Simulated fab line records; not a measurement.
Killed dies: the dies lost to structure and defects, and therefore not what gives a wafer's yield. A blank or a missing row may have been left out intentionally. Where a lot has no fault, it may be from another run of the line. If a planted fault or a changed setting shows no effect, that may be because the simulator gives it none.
fab line records / flow nand_harc
record: lots: 6 wafers: 16 last_day: 23
route steps=1159 shown P_BONDPAD@385 A_START@389 A_ZERO_WELL@390
lots untouched by any fault: they come from a run of this same line in which no faults occurred
start_h: the number of hours between the record's first day and the start of the first shown wafer of the lot / wait_h: how many hours have passed since the lot's step before this one / " unchanged from the row above / L1.1+2: several wafers, shown together as one row / - no value, or no start given / * or withheld: withheld / < > ~ a bound
route shown NAME@n: a module of which the file shows steps, and the number in the route of the first / usual: average and standard deviation across the fault-free wafers / same: alike in all rows / chamber/n: place in a boat / sites: each site's reading / _std_site: standard deviation of those values / _edge_site: the outer-site mean with the inner-site mean subtracted / radius_mm: for every site, how far away it sits from the centre of the wafer / mask NAME#n: copy n / behind: the most recent tool/chamber to have shaped the wafer / hold: why the lot went on hold/how many hours it stayed there/how the hold came to an end / device: the transistor (n, p or np) that didn't switch / end of line: tests of these same wafers at the route's end / a step with no rows: only its recipe / killed: the dies lost at the first sort to structure and to defects; this is not the yield of the wafer / map: a wafer's dies, marking killed ones x, the rest . and places with no die _
set.NAME: the setting as run; set.NAME@STEP: as run at that earlier step / model.NAME: the simulator's own value behind a step, which no gauge read
certain route steps with their lots: each step a table, each wafer a row
services: when a tool's chamber went out of use (start_h, in hours from the record's first day, below 0 if earlier), for how many hours, and the reason
== steps ==
step: NHARC_P_BONDPAD_INSPECT_23
usual: raw_defect_count: 325/120
lot.wafer=L619.1 tool=defect_inspect-01 chamber=- start_h=145.34 wait_h=0.0 raw_defect_count=305
lot.wafer=L619.4 tool=defect_inspect-01 chamber=- start_h=145.34 wait_h=0.0 raw_defect_count=305
lot.wafer=L619.6 tool=defect_inspect-01 chamber=- start_h=145.34 wait_h=0.0 raw_defect_count=351
lot.wafer=L623.1 tool=defect_inspect-02 chamber=- start_h=161.18 wait_h=0.0 raw_defect_count=262
lot.wafer=L623.2 tool=defect_inspect-02 chamber=- start_h=161.18 wait_h=0.0 raw_defect_count=260
lot.wafer=L623.6 tool=defect_inspect-02 chamber=- start_h=161.18 wait_h=0.0 raw_defect_count=355
lot.wafer=L625.3 tool=defect_inspect-02 chamber=- start_h=173.22 wait_h=0.0 raw_defect_count=303
lot.wafer=L625.5 tool=defect_inspect-02 chamber=- start_h=173.22 wait_h=0.0 raw_defect_count=163
lot.wafer=L626.1 tool=defect_inspect-02 chamber=- start_h=175.34 wait_h=0.0 raw_defect_count=588
lot.wafer=L626.3 tool=defect_inspect-02 chamber=- start_h=175.34 wait_h=0.0 raw_defect_count=506
lot.wafer=L635.1 tool=defect_inspect-01 chamber=- start_h=237.51 wait_h=0.0 raw_defect_count=268
lot.wafer=L635.4 tool=defect_inspect-01 chamber=- start_h=237.51 wait_h=0.0 raw_defect_count=301
lot.wafer=L635.5 tool=defect_inspect-01 chamber=- start_h=237.51 wait_h=0.0 raw_defect_count=224
lot.wafer=L638.1 tool=defect_inspect-01 chamber=- start_h=247.15 wait_h=0.0 raw_defect_count=189
lot.wafer=L638.2 tool=defect_inspect-01 chamber=- start_h=247.15 wait_h=0.0 raw_defect_count=169
lot.wafer=L638.6 tool=defect_inspect-01 chamber=- start_h=247.15 wait_h=0.0 raw_defect_count=213
step: NHARC_P_BONDPAD_ACTIVATE_29
recipe: time_s: 60 n2_flow_sccm: 200 ar_flow_sccm: 0 bias_power_w: 0 chemistry: N2
usual: drypump_motor_current_A: 6.0/0.42 oes_product_au: 0.999/0.0091 rf_vpp_V: 64.0/0.85 showerhead_plenum_p_Torr: 1.75/0.065
lot.wafer=L619.4 tool=rie_diel-08 chamber=1 start_h=145.41 wait_h=0.1 drypump_motor_current_A=6.8 oes_product_au=0.994 rf_hours_counter_h=1 rf_vpp_V=63.1 showerhead_plenum_p_Torr=1.71
lot.wafer=L619.1 tool=rie_diel-08 chamber=2 start_h=145.41 wait_h=0.1 drypump_motor_current_A=6.0 oes_product_au=0.998 rf_hours_counter_h=1 rf_vpp_V=64.3 showerhead_plenum_p_Torr=1.80
lot.wafer=L619.6 tool=rie_diel-08 chamber=0 start_h=145.41 wait_h=0.1 drypump_motor_current_A=5.9 oes_product_au=1.003 rf_hours_counter_h=- rf_vpp_V=65.1 showerhead_plenum_p_Torr=1.82
lot.wafer=L623.2 tool=rie_diel-13 chamber=1 start_h=161.27 wait_h=0.1 drypump_motor_current_A=5.4 oes_product_au=1.021 rf_hours_counter_h=16 rf_vpp_V=64.3 showerhead_plenum_p_Torr=1.80
lot.wafer=L623.1 tool=rie_diel-13 chamber=2 start_h=161.27 wait_h=0.1 drypump_motor_current_A=5.5 oes_product_au=1.007 rf_hours_counter_h=19 rf_vpp_V=63.3 showerhead_plenum_p_Torr=1.66
lot.wafer=L623.6 tool=rie_diel-13 chamber=0 start_h=161.27 wait_h=0.1 drypump_motor_current_A=5.4 oes_product_au=0.993 rf_hours_counter_h=- rf_vpp_V=63.2 showerhead_plenum_p_Torr=1.84
lot.wafer=L625.3 tool=rie_diel-06 chamber=2 start_h=173.32 wait_h=0.1 drypump_motor_current_A=5.6 oes_product_au=1.009 rf_hours_counter_h=40 rf_vpp_V=64.0 showerhead_plenum_p_Torr=1.64
lot.wafer=L625.5 tool=rie_diel-06 chamber=3 start_h=173.32 wait_h=0.1 drypump_motor_current_A=6.1 oes_product_au=0.982 rf_hours_counter_h=- rf_vpp_V=63.4 showerhead_plenum_p_Torr=1.68
lot.wafer=L626.1 tool=rie_diel-08 chamber=3 start_h=175.40 wait_h=0.1 drypump_motor_current_A=5.9 oes_product_au=0.985 rf_hours_counter_h=4 rf_vpp_V=65.4 showerhead_plenum_p_Torr=1.69
lot.wafer=L626.3 tool=rie_diel-08 chamber=1 start_h=175.40 wait_h=0.1 drypump_motor_current_A=6.8 oes_product_au=0.999 rf_hours_counter_h=4 rf_vpp_V=62.8 showerhead_plenum_p_Torr=1.71
lot.wafer=L635.1 tool=rie_diel-08 chamber=3 start_h=237.59 wait_h=0.1 drypump_motor_current_A=5.9 oes_product_au=0.991 rf_hours_counter_h=10 rf_vpp_V=63.6 showerhead_plenum_p_Torr=1.69
lot.wafer=L635.4 tool=rie_diel-08 chamber=0 start_h=237.59 wait_h=0.1 drypump_motor_current_A=5.8 oes_product_au=1.013 rf_hours_counter_h=11 rf_vpp_V=64.3 showerhead_plenum_p_Torr=1.82
lot.wafer=L635.5 tool=rie_diel-08 chamber=1 start_h=237.59 wait_h=0.1 drypump_motor_current_A=6.8 oes_product_au=1.000 rf_hours_counter_h=- rf_vpp_V=63.7 showerhead_plenum_p_Torr=1.71
lot.wafer=L638.2 tool=rie_diel-08 chamber=1 start_h=247.24 wait_h=0.1 drypump_motor_current_A=6.8 oes_product_au=1.001 rf_hours_counter_h=11 rf_vpp_V=63.0 showerhead_plenum_p_Torr=1.71
lot.wafer=L638.1 tool=rie_diel-08 chamber=2 start_h=247.24 wait_h=0.1 drypump_motor_current_A=6.0 oes_product_au=0.990 rf_hours_counter_h=10 rf_vpp_V=64.5 showerhead_plenum_p_Torr=1.79
lot.wafer=L638.6 tool=rie_diel-08 chamber=3 start_h=247.24 wait_h=0.1 drypump_motor_current_A=5.9 oes_product_au=1.001 rf_hours_counter_h=- rf_vpp_V=64.4 showerhead_plenum_p_Torr=1.69
step: NHARC_P_BONDPAD_PRECLEAN_30
recipe: time_s: 300 temp_c: 23 chemistry: DIW
step: NHARC_P_BONDPAD_SRD_31
recipe: time_s: 30 temp_c: 23 dry_time_s: 20 spin_rpm: 1500
step: NHARC_A_START_INSPECT_01
usual: raw_defect_count: 3.4/1.8
lot.wafer=L619.1 tool=defect_inspect-02 chamber=- start_h=145.80 wait_h=- raw_defect_count=3
lot.wafer=L619.4 tool=defect_inspect-02 chamber=- start_h=145.80 wait_h=- raw_defect_count=1
lot.wafer=L619.6 tool=defect_inspect-02 chamber=- start_h=145.80 wait_h=- raw_defect_count=2
lot.wafer=L623.1 tool=defect_inspect-02 chamber=- start_h=161.65 wait_h=- raw_defect_count=5
lot.wafer=L623.2 tool=defect_inspect-02 chamber=- start_h=161.65 wait_h=- raw_defect_count=4
lot.wafer=L623.6 tool=defect_inspect-02 chamber=- start_h=161.65 wait_h=- raw_defect_count=2
lot.wafer=L625.3 tool=defect_inspect-01 chamber=- start_h=173.70 wait_h=- raw_defect_count=3
lot.wafer=L625.5 tool=defect_inspect-01 chamber=- start_h=173.70 wait_h=- raw_defect_count=7
lot.wafer=L626.1 tool=defect_inspect-02 chamber=- start_h=175.81 wait_h=- raw_defect_count=3
lot.wafer=L626.3 tool=defect_inspect-02 chamber=- start_h=175.81 wait_h=- raw_defect_count=3
lot.wafer=L635.1 tool=defect_inspect-02 chamber=- start_h=237.99 wait_h=- raw_defect_count=3
lot.wafer=L635.4 tool=defect_inspect-02 chamber=- start_h=237.99 wait_h=- raw_defect_count=1
lot.wafer=L635.5 tool=defect_inspect-02 chamber=- start_h=237.99 wait_h=- raw_defect_count=7
lot.wafer=L638.1 tool=defect_inspect-01 chamber=- start_h=247.62 wait_h=- raw_defect_count=3
lot.wafer=L638.2 tool=defect_inspect-01 chamber=- start_h=247.62 wait_h=- raw_defect_count=3
lot.wafer=L638.6 tool=defect_inspect-01 chamber=- start_h=247.62 wait_h=- raw_defect_count=6
step: NHARC_A_ZERO_WELL_PRECLEAN_00
recipe: time_s: 600 temp_c: 120 chemistry: SPM
step: NHARC_A_ZERO_WELL_SRD_01
step: NHARC_A_ZERO_WELL_DEHYDRATE_02
recipe: temp_c: 150 time_s: 120
step: NHARC_A_ZERO_WELL_HMDS_03
recipe: time_s: 30
step: NHARC_A_ZERO_WELL_COAT_18
recipe: temp_c: 200 time_s: 65
step: NHARC_A_ZERO_WELL_COAT_04
recipe: spin_rpm: 2000 resist_thk_nm: 600
step: NHARC_A_ZERO_WELL_SOFTBAKE_05
recipe: temp_c: 125 time_s: 70
usual: heater_power_total_W: 200.8/1.3
lot.wafer=L619.1 tool=litho_track-03 chamber=0 start_h=146 wait_h=- heater_power_total_W=199.1
lot.wafer=L619.4 tool=litho_track-03 chamber=0 start_h=146 wait_h=- heater_power_total_W=202.2
lot.wafer=L619.6 tool=litho_track-03 chamber=0 start_h=146 wait_h=- heater_power_total_W=201.8
lot.wafer=L623.1 tool=litho_track-07 chamber=0 start_h=162 wait_h=- heater_power_total_W=201.6
lot.wafer=L623.2 tool=litho_track-07 chamber=0 start_h=162 wait_h=- heater_power_total_W=202.6
lot.wafer=L623.6 tool=litho_track-07 chamber=0 start_h=162 wait_h=- heater_power_total_W=198.8
lot.wafer=L625.3 tool=litho_track-03 chamber=0 start_h=174 wait_h=- heater_power_total_W=195.4
lot.wafer=L625.5 tool=litho_track-03 chamber=0 start_h=174 wait_h=- heater_power_total_W=192.2
lot.wafer=L626.1 tool=litho_track-03 chamber=0 start_h=176 wait_h=- heater_power_total_W=195.6
lot.wafer=L626.3 tool=litho_track-03 chamber=0 start_h=176 wait_h=- heater_power_total_W=194.1
lot.wafer=L635.1 tool=litho_track-07 chamber=0 start_h=238 wait_h=- heater_power_total_W=199.9
lot.wafer=L635.4 tool=litho_track-07 chamber=0 start_h=238 wait_h=- heater_power_total_W=199.9
lot.wafer=L635.5 tool=litho_track-07 chamber=0 start_h=238 wait_h=- heater_power_total_W=200.5
lot.wafer=L638.1 tool=litho_track-07 chamber=0 start_h=248 wait_h=- heater_power_total_W=200.8
lot.wafer=L638.2 tool=litho_track-07 chamber=0 start_h=248 wait_h=- heater_power_total_W=201.6
lot.wafer=L638.6 tool=litho_track-07 chamber=0 start_h=248 wait_h=- heater_power_total_W=198.8
step: NHARC_A_ZERO_WELL_EBR_06
== services ==
tool=rie_diel-08 chamber=- start_h=124.80 hours=9.0 kind=pm
tool=rie_diel-08 chamber=0 start_h=124.80 hours=9.0 kind=vent_cycle
tool=rie_diel-08 chamber=1 start_h=124.80 hours=9.0 kind=vent_cycle
tool=rie_diel-08 chamber=2 start_h=124.80 hours=9.0 kind=vent_cycle
tool=rie_diel-08 chamber=3 start_h=124.80 hours=9.0 kind=vent_cycle
tool=rie_diel-08 chamber=0 start_h=133.80 hours=- kind=clean
tool=rie_diel-08 chamber=1 start_h=133.80 hours=- kind=clean
tool=rie_diel-08 chamber=2 start_h=133.80 hours=- kind=clean
tool=rie_diel-08 chamber=3 start_h=133.80 hours=- kind=clean
tool=rie_diel-13 chamber=1 start_h=144.18 hours=5.4 kind=repair
tool=rie_diel-08 chamber=0 start_h=158.30 hours=- kind=clean
tool=rie_diel-08 chamber=1 start_h=158.30 hours=- kind=clean
tool=rie_diel-08 chamber=2 start_h=158.30 hours=- kind=clean
tool=rie_diel-08 chamber=3 start_h=158.30 hours=- kind=clean
tool=rie_diel-13 chamber=1 start_h=165.26 hours=10.3 kind=repair
tool=rie_diel-08 chamber=0 start_h=182.80 hours=- kind=clean
tool=rie_diel-08 chamber=1 start_h=182.80 hours=- kind=clean
tool=rie_diel-08 chamber=2 start_h=182.80 hours=- kind=clean
tool=litho_track-07 chamber=- start_h=189.00 hours=7.0 kind=pm
tool=rie_diel-06 chamber=- start_h=209.21 hours=0.9 kind=repair
tool=litho_track-03 chamber=- start_h=213.00 hours=7.0 kind=pm
tool=rie_diel-06 chamber=3 start_h=214.06 hours=39.4 kind=repair
tool=rie_diel-08 chamber=2 start_h=217.48 hours=6.4 kind=repair
tool=rie_diel-06 chamber=- start_h=241.51 hours=9.0 kind=pm
== key ==
first_sign: step: NHARC_A_ZERO_WELL_SOFTBAKE_05 reading: heater_power_total_W direction: down sigmas: 5 usual: * struck: *
effect none on later readings
met_at NHARC_A_ZERO_WELL_SOFTBAKE_05
struck_wafers L625.3,L625.5,L626.1,L626.3
tester_left_out L625,L626
onset_between 146 174
fault: kind: process_parameter_drift tool: litho_track-03 chamber: - onset_h: 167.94 steps: NHARC_A_ZERO_WELL_SOFTBAKE_05 channel: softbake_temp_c offset: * shape: step end_h: 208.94 acts_in: * stated: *
tester_left_out: of these lots the tester's yield and bins aren't shown, on N5 and GAA mostly nor the transistor test; their killed dies are dies lost to structure and defects alone, not to doping, threshold or leakage, so they don't give the yield
